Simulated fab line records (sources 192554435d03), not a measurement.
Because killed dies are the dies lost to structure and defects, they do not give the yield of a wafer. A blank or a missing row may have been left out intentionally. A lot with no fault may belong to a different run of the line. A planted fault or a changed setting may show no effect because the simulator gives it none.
Split-lot study || flow n5 finfet || route with 1938 steps; 7 lots, 39 wafers read

ABOUT THE SPLIT
At N5_DUMMY_GATE_ETCH_32 (etches SiO2 in CF4, target depth 3.5 nm, time 3.9 s), the setting time s was moved away from the recipe's 3.9 s on 15 of the 39 wafers read, by -11.6% to +21.1%. All remaining wafers had this setting at the recipe value.

The split's own step is where the reading is taken.

THE READING
etch.depth nm (the simulator's own value, which no gauge read), in nm, at N5_DUMMY_GATE_ETCH_32 (etches SiO2 in CF4, target depth 3.5 nm, time 3.9 s). There is no usual value for it anywhere in the file. The 24 wafers here that ran the recipe average 3.510 nm, standard deviation 0.044 nm.

{"wafer": "L076.1", "tool, chamber at the split": "rie si-02, 3", "time s as run, s": 4.722, "against the recipe": "+21.1%", "etch.depth nm, nm": 4.19, "against lot-mates on the recipe": "+0.698"}
{"wafer": "L076.2", "tool, chamber at the split": "rie si-02, 1", "time s as run, s": 3.9, "against the recipe": "recipe", "etch.depth nm, nm": 3.513, "against lot-mates on the recipe": "-"}
{"wafer": "L076.3", "tool, chamber at the split": "rie si-02, 2", "time s as run, s": 3.9, "against the recipe": "recipe", "etch.depth nm, nm": 3.512, "against lot-mates on the recipe": "-"}
{"wafer": "L076.4", "tool, chamber at the split": "rie si-02, 0", "time s as run, s": 4.722, "against the recipe": "+21.1%", "etch.depth nm, nm": 4.287, "against lot-mates on the recipe": "+0.795"}
{"wafer": "L076.5", "tool, chamber at the split": "rie si-02, 0", "time s as run, s": 4.722, "against the recipe": "+21.1%", "etch.depth nm, nm": 4.276, "against lot-mates on the recipe": "+0.784"}
{"wafer": "L076.6", "tool, chamber at the split": "rie si-02, 3", "time s as run, s": 3.9, "against the recipe": "recipe", "etch.depth nm, nm": 3.452, "against lot-mates on the recipe": "-"}
{"wafer": "L079.1", "tool, chamber at the split": "rie si-04, 1", "time s as run, s": 3.9, "against the recipe": "recipe", "etch.depth nm, nm": 3.549, "against lot-mates on the recipe": "-"}
{"wafer": "L079.2", "tool, chamber at the split": "rie si-04, 2", "time s as run, s": 4.611, "against the recipe": "+18.2%", "etch.depth nm, nm": 4.127, "against lot-mates on the recipe": "+0.595"}
{"wafer": "L079.3", "tool, chamber at the split": "rie si-04, 0", "time s as run, s": 3.9, "against the recipe": "recipe", "etch.depth nm, nm": 3.518, "against lot-mates on the recipe": "-"}
{"wafer": "L079.4", "tool, chamber at the split": "rie si-04, 3", "time s as run, s": 4.611, "against the recipe": "+18.2%", "etch.depth nm, nm": 4.048, "against lot-mates on the recipe": "+0.516"}
{"wafer": "L079.5", "tool, chamber at the split": "rie si-04, 1", "time s as run, s": 3.9, "against the recipe": "recipe", "etch.depth nm, nm": 3.528, "against lot-mates on the recipe": "-"}
{"wafer": "L079.6", "tool, chamber at the split": "rie si-04, 2", "time s as run, s": 4.611, "against the recipe": "+18.2%", "etch.depth nm, nm": 4.108, "against lot-mates on the recipe": "+0.576"}
{"wafer": "L083.1", "tool, chamber at the split": "rie si-03, 3", "time s as run, s": 3.9, "against the recipe": "recipe", "etch.depth nm, nm": 3.466, "against lot-mates on the recipe": "-"}
{"wafer": "L083.2", "tool, chamber at the split": "rie si-03, 2", "time s as run, s": 3.9, "against the recipe": "recipe", "etch.depth nm, nm": 3.504, "against lot-mates on the recipe": "-"}
{"wafer": "L083.3", "tool, chamber at the split": "rie si-03, 1", "time s as run, s": 3.9, "against the recipe": "recipe", "etch.depth nm, nm": 3.38, "against lot-mates on the recipe": "-"}
{"wafer": "L083.4", "tool, chamber at the split": "rie si-03, 0", "time s as run, s": 3.9, "against the recipe": "recipe", "etch.depth nm, nm": 3.538, "against lot-mates on the recipe": "-"}
{"wafer": "L083.5", "tool, chamber at the split": "rie si-03, 3", "time s as run, s": 3.9, "against the recipe": "recipe", "etch.depth nm, nm": 3.463, "against lot-mates on the recipe": "-"}
{"wafer": "L083.6", "tool, chamber at the split": "rie si-03, 0", "time s as run, s": 3.9, "against the recipe": "recipe", "etch.depth nm, nm": 3.537, "against lot-mates on the recipe": "-"}
{"wafer": "L087.1", "tool, chamber at the split": "rie si-04, 0", "time s as run, s": 3.9, "against the recipe": "recipe", "etch.depth nm, nm": 3.488, "against lot-mates on the recipe": "-"}
{"wafer": "L087.2", "tool, chamber at the split": "rie si-04, 1", "time s as run, s": 3.641, "against the recipe": "-6.6%", "etch.depth nm, nm": 3.321, "against lot-mates on the recipe": -0.209}
{"wafer": "L087.3", "tool, chamber at the split": "rie si-04, 2", "time s as run, s": 3.641, "against the recipe": "-6.6%", "etch.depth nm, nm": 3.312, "against lot-mates on the recipe": -0.218}
{"wafer": "L087.4", "tool, chamber at the split": "rie si-04, 3", "time s as run, s": 3.641, "against the recipe": "-6.6%", "etch.depth nm, nm": 3.274, "against lot-mates on the recipe": -0.256}
{"wafer": "L087.5", "tool, chamber at the split": "rie si-04, 0", "time s as run, s": 3.9, "against the recipe": "recipe", "etch.depth nm, nm": 3.514, "against lot-mates on the recipe": "-"}
{"wafer": "L087.6", "tool, chamber at the split": "rie si-04, 1", "time s as run, s": 3.9, "against the recipe": "recipe", "etch.depth nm, nm": 3.589, "against lot-mates on the recipe": "-"}
{"wafer": "L089.1", "tool, chamber at the split": "rie si-04, 2", "time s as run, s": 4.52, "against the recipe": "+15.9%", "etch.depth nm, nm": 4.049, "against lot-mates on the recipe": "+0.538"}
{"wafer": "L089.2", "tool, chamber at the split": "rie si-04, 0", "time s as run, s": 3.9, "against the recipe": "recipe", "etch.depth nm, nm": 3.487, "against lot-mates on the recipe": "-"}
{"wafer": "L089.3", "tool, chamber at the split": "rie si-04, 3", "time s as run, s": 4.52, "against the recipe": "+15.9%", "etch.depth nm, nm": 4.021, "against lot-mates on the recipe": "+0.510"}
{"wafer": "L089.4", "tool, chamber at the split": "rie si-04, 1", "time s as run, s": 3.9, "against the recipe": "recipe", "etch.depth nm, nm": 3.538, "against lot-mates on the recipe": "-"}
{"wafer": "L089.5", "tool, chamber at the split": "rie si-04, 1", "time s as run, s": 3.9, "against the recipe": "recipe", "etch.depth nm, nm": 3.508, "against lot-mates on the recipe": "-"}
{"wafer": "L089.6", "tool, chamber at the split": "rie si-04, 2", "time s as run, s": 4.52, "against the recipe": "+15.9%", "etch.depth nm, nm": 4.026, "against lot-mates on the recipe": "+0.515"}
{"wafer": "L091.1", "tool, chamber at the split": "rie si-04, 3", "time s as run, s": 3.447, "against the recipe": "-11.6%", "etch.depth nm, nm": 3.08, "against lot-mates on the recipe": -0.449}
{"wafer": "L091.2", "tool, chamber at the split": "rie si-04, 0", "time s as run, s": 3.447, "against the recipe": "-11.6%", "etch.depth nm, nm": 3.089, "against lot-mates on the recipe": -0.440}
{"wafer": "L091.3", "tool, chamber at the split": "rie si-04, 2", "time s as run, s": 3.9, "against the recipe": "recipe", "etch.depth nm, nm": 3.54, "against lot-mates on the recipe": "-"}
{"wafer": "L091.4", "tool, chamber at the split": "rie si-04, 1", "time s as run, s": 3.9, "against the recipe": "recipe", "etch.depth nm, nm": 3.529, "against lot-mates on the recipe": "-"}
{"wafer": "L091.5", "tool, chamber at the split": "rie si-04, 3", "time s as run, s": 3.447, "against the recipe": "-11.6%", "etch.depth nm, nm": 3.096, "against lot-mates on the recipe": -0.433}
{"wafer": "L091.6", "tool, chamber at the split": "rie si-04, 0", "time s as run, s": 3.9, "against the recipe": "recipe", "etch.depth nm, nm": 3.518, "against lot-mates on the recipe": "-"}
{"wafer": "L093.1", "tool, chamber at the split": "rie si-02, 3", "time s as run, s": 3.9, "against the recipe": "recipe", "etch.depth nm, nm": 3.445, "against lot-mates on the recipe": "-"}
{"wafer": "L093.3", "tool, chamber at the split": "rie si-02, 2", "time s as run, s": 3.9, "against the recipe": "recipe", "etch.depth nm, nm": 3.555, "against lot-mates on the recipe": "-"}
{"wafer": "L093.5", "tool, chamber at the split": "rie si-02, 2", "time s as run, s": 3.9, "against the recipe": "recipe", "etch.depth nm, nm": 3.573, "against lot-mates on the recipe": "-"}

FIT RESULTS
A straight line over all 39 wafers: etch.depth nm changes by +0.0339 nm for each +1% of time s; r = +0.99; the points scatter about the line by 0.043 nm.
The same after taking each lot's own level away (the mean of its wafers on the recipe; 39 wafers): +0.0343 nm for each +1%; r = +0.99; scatter 0.043 nm.
According to that fit, moving time s by its largest amount changes the reading by 0.72 nm.
From 3.4813 to 3.5317 nm: that is the span of the lots' own levels, equal to 1.1 times the standard deviation above.
The two slopes agree, so the slope changes little with the lot-to-lot level.
Check: +0.718 nm against its lot-mates is what the line predicts for one of the wafers moved furthest among these (+21.1%) when that wafer is left out of the fit. It came out at +0.698 nm against them.

THE OTHER SPLITS THESE WAFERS WENT THROUGH
Note: prior to the reading, these wafers also went through further splits. Each is held against what the fit with the lots' levels taken away leaves over:
{"other split on the same wafers": "N5_DUMMY_GATE_ETCH_31 target depth a", "wafers away from the commonest value": 15, "r with etch.depth nm (lot level and that fit taken away)": "+0.03"}

FILE'S OWN FIT
etch.depth nm changes by +0.0341 nm for each +1% of time s, r = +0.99.
